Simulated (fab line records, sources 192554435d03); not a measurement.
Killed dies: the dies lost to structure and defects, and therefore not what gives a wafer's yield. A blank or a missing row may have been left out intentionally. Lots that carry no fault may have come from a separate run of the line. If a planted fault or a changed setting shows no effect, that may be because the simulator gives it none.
A lot that was struck, set against a sound lot :: flow n5Finfet :: 36 out of 1938 route steps
Sound: the wafers L375.1, L375.2, L375.6. Wafers struck: L377.1, L377.3, L377.6. The cause comes at the end.
Each step with rows lists, per side, the tool, then ch with its chambers, then its first start. Under that, the readings that differ: sound wafers :: struck wafers :: difference of the means :: sigmas: that difference in standard deviations of wafers without a fault.
alike: a reading whose means differ by less than 2 such deviations, as well as words and numbers matching on both sides. not compared: withheld readings; readings where some wafer has no value; bounds like >300 that might hide an equal value; numbers whose values overlap and for which the record gives no deviation.
The two part at a step that has a row with sigmas, a row that says differs or no value, or rows on one side only. Numbers that don't overlap but have no deviation are shown without sigmas and don't part them. Lack of a reading on every wafer of one side parts them only where that side has two or more wafers.

first, 9 steps without rows for these wafers: N5_MOL_CONTACT_COAG_COAT_02 (resist thk 30 nm); N5_MOL_CONTACT_COAG_EBR_04; N5_MOL_CONTACT_COAG_SOFTBAKE_03 (time 60 s); N5_MOL_CONTACT_COAG_EXPOSE_05 (exposes mask CA, defocus 0 nm); N5_MOL_CONTACT_COAG_PEB_06 (peb time 60 s); N5_MOL_CONTACT_COAG_DEVELOP_07 (develop time 30 s); N5_MOL_CONTACT_COAG_DESCUM_13 (chemistry O2, time 7 s); N5_MOL_CONTACT_COAG_ETCH_59 (etches underlayer in N2/H2, target depth 13 nm, time 10.4 s); N5_MOL_CONTACT_COAG_ETCH_105 (etches SiARC in CF4, target depth 15.6 nm, time 26 s).
N5_MOL_CONTACT_COAG_ETCH_106: etches SOC in N2/H2, target depth 80 nm, overetch 16 nm, time 120 s.
  sound on rieDiel-05 ch 1,2,3, day 7 21:01; struck on rieDiel-06 ch 1,3, day 7 23:41
  alike: chamberPressureMTorr, drypumpMotorCurrentA, oesProductAu, rfFwdPowerW, rfVppV, showerheadPlenumPTorr, throttleValvePct
  not compared: rfHoursCounterH
then, 25 steps without rows for these wafers: N5_MOL_CONTACT_COAG_STRIP_107 (strips in N2/H2); N5_MOL_CONTACT_COAG_STRIP_108 (strips in N2/H2); N5_MOL_CONTACT_COAG_CONTACT_ETCH_14 (etches SiO2 in C4F6/O2, target depth 27.5 nm, overetch 8.5 nm, time 20 s); N5_MOL_CONTACT_COAG_STRIP_109 (strips in C4F6/O2); N5_MOL_CONTACT_COAG_ETCH_15 (etches SiNx in CH3F/O2, stops on Si:P, target depth 7 nm); N5_MOL_CONTACT_COAG_ETCH_110 (etches Si in CF4/O2, target depth 2.5 nm, time 8 s); N5_MOL_CONTACT_COAG_STRIP_98 (strips in N2/H2); N5_MOL_CONTACT_COAG_IMPLANT_129; N5_MOL_CONTACT_COAG_PRECLEAN_111 (cleans in NF3:NH3, afs cycles 1, time 20 s, sublimation time 60 s); N5_MOL_CONTACT_COAG_TI_SIL_19 (material Ti, target thk 4.2 nm, time 15 s); N5_MOL_CONTACT_COAG_ALD_20 (deposits TiN, target thk 1.5 nm, pulse time 1 s, purge time 3 s); N5_MOL_CONTACT_COAG_SIL_ANNEAL_21 (time 60 s); N5_MOL_CONTACT_COAG_PRE_CLEAN_141 (time 60 s); N5_MOL_CONTACT_COAG_SPUTTER_143 (material Co, target thk 2.5 nm); N5_MOL_CONTACT_COAG_CO_FILL_22 (material Co, precursor CCTBA/H2, target thk 20 nm); N5_MOL_CONTACT_COAG_ANNEAL_113 (time 300 s); N5_MOL_CONTACT_COAG_PRE_CLEAN_142 (time 60 s); N5_MOL_CONTACT_COAG_SPUTTER_130 (material Co, target thk 47.5 nm); N5_MOL_CONTACT_COAG_PRECLEAN_125 (cleans in DIW, time 57.5 s); N5_MOL_CONTACT_COAG_SRD_126 (dry time 32 s); N5_MOL_CONTACT_COAG_CMP_23 (polishes, stops on SiO2, t overpolish 1.5 s, target thk 0 nm); N5_MOL_CONTACT_COAG_WET_ETCH_26 (target Co, target depth 13 nm); N5_MOL_CONTACT_COAG_WET_ETCH_116 (etches the open film in SC1-inhibited, target depth 4.6 nm, rinse time 30 s); N5_MOL_CONTACT_COAG_ALD_27 (deposits SiOC, target thk 17 nm, pulse time 1.5 s, time 2720 s); N5_MOL_CONTACT_COAG_CMP_28 (polishes, stops on SiNx, t overpolish 0.85 s, target thk 14.522 nm).
-- a jump in the record: the struck wafers' starts before and after are 9 days apart (it breaks off in module MOL_CONTACT_COAG and resumes in module PASSIVATION, where the first step shown is number 1936 of the route) --
N5_PASSIVATION_PROBE_49:
  sound on prober-02, day 17 06:17; struck on prober-01, day 16 13:55
reading: defectLimitedYield (%)
sound: 91.9 92.6 89.7
struck: 85.5 77.6 79.9
difference: -10.4
sigmas: -7

reading: killedAtContacts
sound: 19 10 17
struck: 99 178 155
difference: +129
sigmas: +21

reading: killedDies
sound: 95 87 122
struck: 171 264 237
difference: +123
sigmas: +7

reading: sort_bin_5_function (%)
sound: 4.7 3.7 5.4
struck: 8.0 13.4 10.8
difference: +6.1
sigmas: +6

reading: sortNPass
sound: 1085 1093 1058
struck: 1009 916 943
difference: -123
sigmas: -6

reading: sortYieldPct (%)
sound: 91.9 92.6 89.7
struck: 85.5 77.6 79.9
difference: -10.4
sigmas: -6
  alike: killed_at_M0_to_M3, killed_at_M4_up, killedAtFrontEnd, killedAtOther, killedOpen, killedShort, sort_bin_4_leakage, sort_bin_6_memory, sort_bin_8_speed

== WHERE THEY PART ==
Only at N5_PASSIVATION_PROBE_49, as far as this record shows.

WHY: whatever the simulator had introduced
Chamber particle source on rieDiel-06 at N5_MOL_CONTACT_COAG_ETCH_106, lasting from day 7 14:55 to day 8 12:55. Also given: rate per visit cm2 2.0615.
